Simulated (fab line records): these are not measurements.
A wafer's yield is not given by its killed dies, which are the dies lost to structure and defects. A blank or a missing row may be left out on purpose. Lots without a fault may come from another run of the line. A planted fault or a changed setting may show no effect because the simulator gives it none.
Which of the tools did it? | flow n5_finfet | 10 lots, 30 wafers sampled, at 4 steps of a route of 1938

WHAT THE GAUGES READ, wafer by wafer
N5_BEOL_M15_INSPECT_55: inspects for defects (darkfield).
lot  | measured     | on                | raw_defect_count
L757 | day 14 12:59 | defect_inspect-02 | 115 89 90
L758 | day 14 20:03 | defect_inspect-01 | 106 115 57
L762 | day 15 20:07 | defect_inspect-02 | 157 75 140
L763 | day 16 01:49 | defect_inspect-01 | 56 52 73
L765 | day 16 01:56 | defect_inspect-02 | 56 47 59
L774 | day 17 06:22 | defect_inspect-01 | 141 111 88
L771 | day 17 23:29 | defect_inspect-02 | 149 76 98
L761 | day 19 14:19 | defect_inspect-02 | 61 85 96
L776 | day 20 07:05 | defect_inspect-02 | 59 82 108
L777 | day 20 12:24 | defect_inspect-01 | 64 55 81

WHAT TOOL EACH LOT RAN ON (gives the tool, then ch and the chambers of the sampled wafers, and finally the start)
lot  | N5_BEOL_M15_STRIP_36               | N5_BEOL_M15_STRIP_37                          | N5_BEOL_M15_SPUTTER_44
L757 | rie_diel-06 ch 0,1,3, day 14 10:54 | rie_diel-06 ch 0,1,3, day 14 11:31 or earlier | pvd_sputter-01, day 14 11:31
L758 | rie_diel-03 ch 0,2, day 14 17:33   | rie_diel-03 ch 0,2, day 14 18:41 or earlier   | pvd_sputter-02, day 14 18:41
L762 | rie_diel-06 ch 1,2,3, day 15 18:07 | rie_diel-06 ch 1,2,3, day 15 18:56 or earlier | pvd_sputter-02, day 15 18:56
L763 | rie_diel-06 ch 0,1,3, day 15 23:52 | rie_diel-06 ch 0,1,3, day 16 00:38 or earlier | pvd_sputter-01, day 16 00:38
L765 | rie_diel-01 ch 0,3, day 15 23:54   | rie_diel-01 ch 0,3, day 16 00:43 or earlier   | pvd_sputter-03, day 16 00:43
L774 | rie_diel-01 ch 0,1,3, day 17 04:20 | rie_diel-01 ch 0,1,3, day 17 05:09 or earlier | pvd_sputter-02, day 17 05:09
L771 | rie_diel-03 ch 0,2,3, day 17 21:26 | rie_diel-03 ch 0,2,3, day 17 22:05 or earlier | pvd_sputter-02, day 17 22:05
L761 | rie_diel-03 ch 0,1,2, day 19 12:20 | rie_diel-03 ch 0,1,2, day 19 13:03 or earlier | pvd_sputter-03, day 19 13:03
L776 | rie_diel-06 ch 0,1,3, day 20 03:40 | rie_diel-06 ch 0,1,3, day 20 05:52 or earlier | pvd_sputter-01, day 20 05:52
L777 | rie_diel-03 ch 0,1,3, day 20 10:25 | rie_diel-03 ch 0,1,3, day 20 11:13 or earlier | pvd_sputter-02, day 20 11:13
- N5_BEOL_M15_STRIP_36: strips in O2.
- N5_BEOL_M15_STRIP_37: strips in O2.
- N5_BEOL_M15_SPUTTER_44: material Ta, target thk 15 nm, time 24.19 s.

THE ANSWER, worked out from the rows above alone
Rule: usual is defined by the lots themselves. The widest of any qualifying gaps counts: lots, ordered by their means at a reading, are off when they make up no more than a third of the lots, leave a main group of 4 or more, and stand apart from it by 3 or more times the standard deviation of that group's means. Not used: any main group whose means are identical at the precision the tables above print for the reading. A lot without any number at a reading at which 4 lots or more have one is off too. Any other lot the step has rows for is counted as sound.
None of the lots is off at any reading shown; this tells nothing.

WHAT THE SIMULATOR HAD INSERTED
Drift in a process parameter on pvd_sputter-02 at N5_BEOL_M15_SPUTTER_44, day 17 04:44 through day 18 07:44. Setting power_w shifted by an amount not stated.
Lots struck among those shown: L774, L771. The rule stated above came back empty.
